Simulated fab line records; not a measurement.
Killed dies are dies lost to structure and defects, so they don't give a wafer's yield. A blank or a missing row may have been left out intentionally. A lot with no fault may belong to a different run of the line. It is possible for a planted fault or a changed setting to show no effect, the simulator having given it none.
A struck lot beside a sound one / flow n5_finfet / 39 steps out of a route of 1938
Sound: these wafers, L436.1, L436.2, L436.3. Struck: wafer L441.3 (L441.5, L441.6, from the same lot, were not struck and are left out); the cause is given at the end.
Each step with rows lists, per side, the tool, then ch with its chambers, then its first start. Under that, the readings that differ: sound wafers / struck wafers / difference of the means / sigmas: that difference in standard deviations of wafers without a fault.
alike: words and numbers the same on both sides, and readings whose means are apart by under 2 such deviations; not compared: readings that were withheld, readings missing a value for some wafer, numbers with overlapping values and no deviation given by the record, and bounds like >300 which may hide the same value.
The two part at a step that has a row with sigmas, a row that says differs or no value, or rows on one side only. Numbers that have no deviation but don't overlap get no sigmas and don't part them. A reading that every wafer of one side lacks parts them only if that side has two wafers or more.

first, 12 steps without rows for these wafers: N5_SD_EPI_N_STRIP_36 (strips in N2/H2); N5_SD_EPI_N_ETCHBACK_44 (etches SiNx in CH3F/O2, stops on SiO2, target depth 14.5 nm); N5_SD_EPI_N_ETCH_45 (etches SiOCN in CH3F/O2, target depth 6 nm); N5_SD_EPI_N_ETCH_16 (etches SiO2 in CHF3/O2, target depth 5 nm); N5_SD_EPI_N_STRIP_47 (strips in CHF3/O2); N5_SD_EPI_N_SD_RECESS_17 (chemistry HBr/Cl2/O2, target depth 41 nm, time 23.7 s, bt time 3 s); N5_SD_EPI_N_STRIP_38 (strips in N2/H2); N5_SD_EPI_N_WET_ETCH_43 (etches SiO2 in dHF, time 14 s, target depth 1.5 nm); N5_SD_EPI_N_STRIP_18 (strips in SPM, time 750 s); N5_SD_EPI_N_SRD_20 (time 30 s); N5_SD_EPI_N_PRECLEAN_48 (cleans in NF3:NH3, afs cycles 2, time 20 s, sublimation time 60 s); N5_SD_EPI_N_VAPOR_ETCH_50 (etches Si in HCl, time 54 s).
N5_SD_EPI_N_EPI_21: deposits Si:P, time 690 s.
  sound on epi_rpcvd-04 ch 0, day 3 13:58; struck on epi_rpcvd-04 ch 0, day 4 21:31
reading=epi_growth_time_s (s); sound=690 690 690; struck=664.8; difference=-25.2; sigmas=
reading=model.Si-P_of_SD_EPI_N_EPI_21.thk_nm (nm); sound=59.8 59.6 59.8; struck=58.2; difference=-1.5; sigmas=
  alike: susceptor_temp_C
then, 24 steps without rows for these wafers: N5_SD_EPI_N_PRECLEAN_24 (cleans in O3/DIW, time 60 s); N5_SD_EPI_N_SRD_25 (time 30 s); N5_SD_EPI_N_PRECLEAN_49 (cleans in NF3:NH3, afs cycles 1, time 20 s, sublimation time 60 s); N5_SD_EPI_N_LINER_46 (material SiNx, target thk 3 nm); N5_SD_EPI_P_COAT_34 (time 60 s, resist thk 350 nm); N5_SD_EPI_P_COAT_35 (time 60 s, resist thk 35 nm); N5_SD_EPI_P_COAT_03 (resist thk 150 nm); N5_SD_EPI_P_EBR_05; N5_SD_EPI_P_SOFTBAKE_04 (time 60 s); N5_SD_EPI_P_EXPOSE_06 (exposes mask SD P BLK, target cd 240 nm); N5_SD_EPI_P_PEB_07 (peb time 60 s); N5_SD_EPI_P_DEVELOP_08 (develop time 30 s); N5_SD_EPI_P_DESCUM_14 (chemistry O2, time 7.9 s); N5_SD_EPI_P_ETCH_36 (etches SiARC in CF4, target depth 45.5 nm, time 75.8 s); N5_SD_EPI_P_ETCH_37 (etches SOC in N2/H2, overetch 108 nm, time 486 s); N5_SD_EPI_P_STRIP_38 (strips in N2/H2); N5_SD_EPI_P_ETCHBACK_46 (etches SiNx in CH3F/O2, stops on SiO2, target depth 17.5 nm); N5_SD_EPI_P_ETCH_47 (etches SiOCN in CH3F/O2, target depth 25 nm); N5_SD_EPI_P_ETCH_16 (etches SiO2 in CHF3/O2, target depth 5 nm); N5_SD_EPI_P_STRIP_50 (strips in CHF3/O2); N5_SD_EPI_P_SD_RECESS_17 (chemistry HBr/Cl2/O2, target depth 39.1 nm, bt time 3 s); N5_SD_EPI_P_WET_ETCH_45 (etches SiO2 in dHF, time 10.7 s, target depth 2 nm, rinse time 30 s); N5_SD_EPI_P_STRIP_40 (strips in N2/H2); N5_SD_EPI_P_PRECLEAN_52 (cleans in O3/DIW, time 60 s).
N5_MOL_CONTACT_COAG_ETCH_15: etches SiNx in CH3F/O2, stops on Si:P, target depth 7 nm.
  sound on rie_diel-04 ch 0,1,3, day 5 06:47; struck on rie_diel-02 ch 1, day 6 09:58
reading=model.Si-P_of_SD_EPI_N_EPI_21.thk_nm (nm); sound=59 58.8 59; struck=57.4; difference=-1.5; sigmas=
  alike: chamber_pressure_mTorr, drypump_motor_current_A, mfc_ar_sccm, oes_product_au, rf_vpp_V, showerhead_plenum_p_Torr, throttle_valve_pct
  not compared: rf_hours_counter_h
-- a jump in the record: the struck wafers' starts before and after are 7 days apart (it breaks off in module MOL_CONTACT_COAG and resumes in module BEOL_M4, where the first step shown is number 1111 of the route) --
N5_BEOL_M4_RC_MEAS_101:
  sound on prober-01 ch 0, day 10 12:23; struck on prober-02 ch 0, day 13 01:53
  alike: DIBL_N, DIBL_P, IOFF_N, IOFF_P, ION_N, ION_P, SS_N, SS_P, VT_N, VT_P

WHERE THEY PART
Nowhere in this record.

WHY: whatever the simulator had introduced
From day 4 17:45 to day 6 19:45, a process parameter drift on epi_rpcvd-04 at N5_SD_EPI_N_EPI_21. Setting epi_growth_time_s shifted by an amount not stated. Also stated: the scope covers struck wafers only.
